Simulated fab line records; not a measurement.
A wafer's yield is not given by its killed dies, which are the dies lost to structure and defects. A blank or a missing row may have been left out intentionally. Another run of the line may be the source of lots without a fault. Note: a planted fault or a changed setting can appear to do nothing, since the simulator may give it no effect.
Matching of chambers    flow n5_finfet    N5_BEOL_M11_ETCH_66 on rie_diel-05: 4 sister chambers
The step etches SOC in N2/H2, target depth 120 nm, overetch 24 nm, time 180 s. 8 wafers are shown with their chamber, then 10 later ones without.

== WAFERS, EACH WITH ITS CHAMBER ==
wafer   chamber  drypump_motor_current_A (A)  throttle_valve_pct (%)
L083.2  1        5.20                         17.94
L080.4  3        5.76                         17.55
L084.6  2        5.67                         17.76
L087.4  0        5.77                         17.91
L087.5  3        5.77                         17.57
L087.6  1        5.15                         17.97
L090.1  2        5.65                         17.78
L090.2  0        5.79                         17.89

== WAFERS WHOSE CHAMBER IS MISSING ==
wafer   drypump_motor_current_A (A)  throttle_valve_pct (%)
L090.4  5.16                         17.99
L094.1  5.77                         17.58
L094.2  5.81                         17.91
L094.5  5.22                         17.99
L095.1  5.76                         17.58
L095.5  5.67                         17.78
L095.6  5.18                         18.00
L096.3  5.16                         18.02
L096.5  5.16                         18.01
L096.6  5.65                         17.79

== EACH ONE'S CHAMBER ==
wafer   from the rows above  in truth
L090.4  1                    1
L094.1  3                    3
L094.2  0                    0
L094.5  1                    1
L095.1  3                    3
L095.5  2                    2
L095.6  1                    1
L096.3  1                    1
L096.5  1                    1
L096.6  2                    2
Correct placement for 10 of the 10. Number that these rows cannot place: 0. Wrongly placed: 0.
How it was worked out, from the rows above alone: a wafer's distance from a chamber is the root of the sum, over the readings, of the square of ((its reading less the chamber's mean) divided by the reading's scatter). The wafer belongs to the nearest chamber; if the next one is less than 2 further off, it can't be placed. A chamber's mean is the mean of its shown wafers. How the scatter is found: for the shown wafers, subtract from each reading the mean of its chamber, square and add these, divide the total by (wafers less chambers), then take the root.
